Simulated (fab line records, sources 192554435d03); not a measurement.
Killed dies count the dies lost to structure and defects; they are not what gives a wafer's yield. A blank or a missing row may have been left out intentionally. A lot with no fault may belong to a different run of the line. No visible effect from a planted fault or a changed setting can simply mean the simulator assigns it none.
Which of the tools did it? | flow n5-finfet | Sampling: 9 lots, 27 wafers, 6 of 1938 route steps

## WHAT THE GAUGES READ, wafer by wafer
N5_STI_FIN_REVEAL_CD_MEAS_22: target cd 6.238 nm, pitch 28 nm. Usual: cd-nm at 6.3 nm, with a standard deviation of 0.31.
lot  | measured    | on        | cd-nm (nm)  | flag
L831 | day 3 09:07 | cd-sem-01 | 6.3 6.4 6.4 |
L832 | day 3 15:01 | cd-sem-01 | 6.2 6.0 5.7 |
L837 | day 4 20:04 | cd-sem-02 | 6.7 5.8 6.2 |
L839 | day 5 10:08 | cd-sem-02 | 6.4 5.8 6.3 |
L840 | day 5 14:00 | cd-sem-02 | 6.3 5.6 6.7 |
L844 | day 6 12:52 | cd-sem-03 | 6.8 7.0 6.8 |
L847 | day 7 06:57 | cd-sem-01 | 6.6 6.7 6.5 |
L849 | day 7 18:19 | cd-sem-03 | 6.4 6.3 6.2 |
L850 | day 8 01:26 | cd-sem-01 | 6.5 6.2 6.5 |

N5_STI_FIN_REVEAL_FIN_H_MEAS_10. Usual: trench-depth-nm at 52.1 nm, with a standard deviation of 0.85.
lot  | measured    | on     | trench-depth-nm (nm) | flag
L831 | day 3 09:08 | ocd-02 | 51.5 51.7 51.0       |
L832 | day 3 15:02 | ocd-02 | 53.0 52.4 52.4       |
L837 | day 4 20:05 | ocd-01 | 51.0 50.1 50.1       |
L839 | day 5 10:10 | ocd-02 | 53.3 51.7 55.1       |
L840 | day 5 14:02 | ocd-02 | 53.5 55.0 51.7       |
L844 | day 6 12:54 | ocd-02 | 52.4 52.4 53.3       |
L847 | day 7 06:59 | ocd-02 | 51.8 53.4 52.4       |
L849 | day 7 18:20 | ocd-01 | 53.1 52.4 52.1       |
L850 | day 8 01:28 | ocd-02 | 51.8 53.3 52.3       |

N5_BEOL_M4_RC_MEAS_101. Usual: DIBL_N 36.0 mV/V, standard deviation 2.2; DIBL_P 35.9 mV/V, standard deviation 2.6; IOFF_N 0.16 nA/um, standard deviation 0.038; IOFF_P 0.21 nA/um, standard deviation 0.042; ION_N 675 uA/um, standard deviation 15; ION_P 463 uA/um, standard deviation 10; SS_N 71.5 mV/dec, standard deviation 0.62; SS_P 73.2 mV/dec, standard deviation 0.76; VT_N 250 mV, standard deviation 4.1; VT_P -251 mV, standard deviation 3.6.
lot  | measured     | on        | DIBL_N (mV/V)  | DIBL_P (mV/V)  | IOFF_N (nA/um) | IOFF_P (nA/um) | ION_N (uA/um) | ION_P (uA/um) | SS_N (mV/dec)  | SS_P (mV/dec)  | VT_N (mV)   | VT_P (mV)      | flag
L831 | day 9 02:25  | prober-02 | 33.3 36.6 34.8 | 33.6 37.5 34.4 | 0.12 0.17 0.14 | 0.15 0.20 0.15 | 657 680 656   | 446 458 444   | 70.9 72.6 71.8 | 73.0 73.8 73.3 | 253 247 251 | -255 -251 -255 |
L832 | day 9 00:44  | prober-01 | 32.4 32.1 34.7 | 31.1 31.3 33.8 | 0.10 0.10 0.13 | 0.14 0.14 0.18 | 662 648 674   | 457 454 465   | 71.0 70.5 71.4 | 72.7 72.4 74.1 | 259 260 255 | -258 -257 -251 |
L837 | day 9 23:51  | prober-02 | 37.8 35.3 35.8 | 37.3 34.2 33.6 | 0.16 0.12 0.13 | 0.19 0.16 0.15 | 675 644 653   | 459 445 446   | 71.2 70.9 71.9 | 73.3 73.4 72.5 | 252 259 256 | -254 -256 -259 |
L839 | day 10 14:30 | prober-01 | 38.5 32.9 37.2 | 36.9 30.5 35.6 | 0.16 0.09 0.16 | 0.26 0.17 0.24 | 684 639 696   | 475 447 491   | 71.2 70.3 71.3 | 73.7 72.9 73.5 | 248 257 248 | -247 -250 -245 |
L840 | day 11 07:26 | prober-01 | 34.7 34.2 35.5 | 36.2 34.4 36.6 | 0.15 0.13 0.15 | 0.20 0.17 0.20 | 698 705 666   | 477 483 456   | 71.0 71.2 71.6 | 72.5 72.4 73.4 | 249 250 246 | -249 -250 -254 |
L844 | day 11 22:24 | prober-01 | 36.0 37.0 34.2 | 37.5 38.6 34.9 | 0.18 0.19 0.15 | 0.24 0.25 0.19 | 687 691 694   | 470 475 480   | 71.2 71.3 71.1 | 73.3 73.8 72.6 | 246 246 249 | -246 -247 -250 |
L847 | day 12 17:16 | prober-02 | 38.6 39.9 38.5 | 39.0 42.4 39.0 | 0.18 0.22 0.20 | 0.23 0.29 0.25 | 675 696 689   | 464 482 472   | 71.9 72.1 71.6 | 73.4 73.9 73.0 | 249 245 246 | -250 -248 -250 |
L849 | day 13 02:10 | prober-02 | 35.9 32.9 33.8 | 36.9 32.5 31.9 | 0.17 0.12 0.12 | 0.28 0.19 0.18 | 684 663 656   | 476 462 454   | 71.5 70.3 70.8 | 74.2 72.6 72.2 | 249 255 252 | -243 -249 -251 |
L850 | day 13 18:15 | prober-01 | 37.4 33.0 37.6 | 40.0 33.5 40.5 | 0.21 0.14 0.22 | 0.26 0.17 0.25 | 678 679 692   | 458 467 470   | 71.8 71.5 72.9 | 74.5 72.5 74.6 | 242 249 244 | -250 -254 -249 |

## WHICH TOOL RAN EACH LOT (tool, then ch and the chambers of the sampled wafers, then the start)
lot  | N5_STI_FIN_REVEAL_ALD_14         | N5_STI_FIN_REVEAL_ETCHBACK_08     | N5_STI_FIN_REVEAL_OXIDATION_31
L831 | ald-sin-03 ch 1,2, day 3 00:00   | rie-diel-01 ch 0,2, day 3 06:11   | plasma-asher-01 ch 0,1, day 3 08:37
L832 | ald-sin-03 ch 0,2,3, day 3 06:26 | rie-diel-01 ch 1,3, day 3 12:05   | plasma-asher-02 ch 0,1, day 3 14:29
L837 | ald-sin-03 ch 0,1,3, day 4 10:56 | rie-diel-01 ch 2,3, day 4 17:08   | plasma-asher-02 ch 0,1, day 4 19:32
L839 | ald-sin-04 ch 1,3, day 5 01:39   | rie-diel-01 ch 2,3, day 5 07:13   | plasma-asher-02 ch 0, day 5 09:38
L840 | ald-sin-03 ch 0,2,3, day 5 05:26 | rie-diel-01 ch 0,1, day 5 11:05   | plasma-asher-02 ch 0,1, day 5 13:29
L844 | ald-sin-03 ch 0,3, day 6 04:09   | rie-diel-06 ch 1,2,3, day 6 09:55 | plasma-asher-02 ch 0,1, day 6 12:22
L847 | ald-sin-04 ch 0,1,2, day 6 22:20 | rie-diel-04 ch 1,2,3, day 7 03:55 | plasma-asher-02 ch 0,1, day 7 06:19
L849 | ald-sin-01 ch 0,1,2, day 7 09:41 | rie-diel-06 ch 1,3, day 7 15:17   | plasma-asher-02 ch 0, day 7 17:47
L850 | ald-sin-01 ch 0,1,3, day 7 16:53 | rie-diel-04 ch 0,2,3, day 7 22:30 | plasma-asher-02 ch 0,1, day 8 00:55
- N5_STI_FIN_REVEAL_ALD_14: deposits Si3N4, target thk 3 nm.
- N5_STI_FIN_REVEAL_ETCHBACK_08: etches SiO2 in C4F6/O2, target depth 30.5 nm, time 10.167 s.
- N5_STI_FIN_REVEAL_OXIDATION_31: chemistry O2 PLASMA REMOTE, time 20 s.

## WHAT THE TOOLS THEMSELVES READ (means of the sampled wafers that have a number; where no wafer has one, the mark that the record gives instead)
N5_STI_FIN_REVEAL_ALD_14. Usual: heater-power-w at 867 W, with a standard deviation of 70.
lot  | tool       | heater-power-w (W) | flag
L831 | ald-sin-03 | 796                |
L832 | ald-sin-03 | 900                |
L837 | ald-sin-03 | 868                |
L839 | ald-sin-04 | 879                |
L840 | ald-sin-03 | 876                |
L844 | ald-sin-03 | 867                |
L847 | ald-sin-04 | 922                |
L849 | ald-sin-01 | 856                |
L850 | ald-sin-01 | 875                |

N5_STI_FIN_REVEAL_ETCHBACK_08. Usual: drypump-motor-current-A 5.7 A, standard deviation 0.33; oes-product-au 0.80 a.u., standard deviation 0.086; rf-vpp-V 669 V, standard deviation 20; showerhead-plenum-p-Torr 2.87 Torr, standard deviation 0.062; throttle-valve-pct 21.15 %, standard deviation 0.29.
lot  | tool        | drypump-motor-current-A (A) | oes-product-au (a.u.) | rf-vpp-V (V) | showerhead-plenum-p-Torr (Torr) | throttle-valve-pct (%) | flag
L831 | rie-diel-01 | 5.6                         | 0.70                  | 654          | 2.80                            | 21.60                  |
L832 | rie-diel-01 | 5.5                         | 0.87                  | 684          | 2.89                            | 21.17                  |
L837 | rie-diel-01 | 5.7                         | 0.76                  | 667          | 2.79                            | 21.55                  |
L839 | rie-diel-01 | 5.6                         | 0.83                  | 676          | 2.82                            | 21.32                  |
L840 | rie-diel-01 | 5.4                         | 0.81                  | 671          | 2.91                            | 21.19                  |
L844 | rie-diel-06 | 5.9                         | 0.79                  | 655          | 2.91                            | 21.32                  |
L847 | rie-diel-04 | 5.7                         | 0.75                  | 666          | 2.86                            | 21.05                  |
L849 | rie-diel-06 | 6.0                         | 0.73                  | 650          | 2.92                            | 21.35                  |
L850 | rie-diel-04 | 6.0                         | 0.79                  | 666          | 2.87                            | 20.97                  |

N5_STI_FIN_REVEAL_OXIDATION_31. Usual: drypump-motor-current-A 5.7 A, standard deviation 0.31; heater-power-w 156 W, standard deviation 18.
lot  | tool            | drypump-motor-current-A (A) | heater-power-w (W) | flag
L831 | plasma-asher-01 | 5.8                         | 143                |
L832 | plasma-asher-02 | 5.6                         | 165                |
L837 | plasma-asher-02 | 5.7                         | 154                |
L839 | plasma-asher-02 | 5.4                         | 177                |
L840 | plasma-asher-02 | 5.7                         | 152                |
L844 | plasma-asher-02 | 5.7                         | 154                |
L847 | plasma-asher-02 | 5.7                         | 154                |
L849 | plasma-asher-02 | 5.4                         | 178                |
L850 | plasma-asher-02 | 5.7                         | 152                |

## THE ANSWER, worked out from the rows above alone
Rule: lot off if the mean of its wafers having a number is beyond 3 standard deviations from the usual mean. Also off: a lot with no number at a reading for which 4 or more lots have one. The other lots that the step has rows for count as sound. Order of review: gauges by route order, followed by the tools' own readings, for which a lot's mean as printed above is used. The first step at which some lot is off is used, and at that step the reading that is off furthest; a lot without a number counts as furthest.
None of the lots is off at any reading shown; this tells nothing.

## WHAT THE SIMULATOR HAD PUT IN
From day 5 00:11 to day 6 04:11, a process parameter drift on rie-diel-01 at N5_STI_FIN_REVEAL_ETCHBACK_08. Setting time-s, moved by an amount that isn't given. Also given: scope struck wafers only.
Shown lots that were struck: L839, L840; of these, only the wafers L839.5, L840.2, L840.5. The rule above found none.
